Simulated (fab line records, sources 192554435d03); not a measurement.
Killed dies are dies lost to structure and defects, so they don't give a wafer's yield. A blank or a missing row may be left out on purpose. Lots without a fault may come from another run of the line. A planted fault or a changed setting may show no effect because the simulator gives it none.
Chamber matching | flow n5_finfet | N5_BEOL_M5_ETCH_67 on rie_diel-06: 4 sister chambers
The step etches SiARC in CF4, target depth 15.6 nm, time 26 s. 4 wafers are shown with their chamber, then 9 later ones without.

WAFERS WITH THEIR CHAMBER
wafer  | chamber | drypump_motor_current_A (A)
L083.5 | 2       | 6.7
L086.2 | 3       | 5.6
L086.3 | 1       | 5.8
L086.4 | 0       | 6.4

WAFERS WITHOUT THEIR CHAMBER
wafer  | drypump_motor_current_A (A)
L092.1 | 5.5
L092.2 | 6.5
L092.3 | 6.7
L095.3 | 6.7
L095.4 | 5.8
L095.5 | 5.8
L096.2 | 6.5
L096.3 | 5.6
L096.5 | 5.8

WHICH CHAMBER EACH WENT THROUGH
wafer  | from the rows above     | in truth
L092.1 | 3                       | 3
L092.2 | can't be placed: 0 or 2 | 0
L092.3 | 2                       | 2
L095.3 | 2                       | 2
L095.4 | 1                       | 1
L095.5 | 1                       | 1
L096.2 | can't be placed: 0 or 2 | 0
L096.3 | 3                       | 3
L096.5 | 1                       | 1
Placed correctly: 7 of 9. Can't be placed from these rows: 2 (the true chamber is among the candidates in 2). Placed wrongly: 0.
How it was worked out, from the rows above alone: a wafer's distance from a chamber is the root of the sum, over the readings, of the square of ((its reading less the chamber's mean) divided by the reading's scatter). The wafer belongs to the nearest chamber; if the next one is less than 2 further off, it can't be placed. A chamber's mean is the mean of its shown wafers. The scatter: with one shown wafer a chamber, the root of the mean of the squares of how far each hidden wafer lies from its nearest shown one.
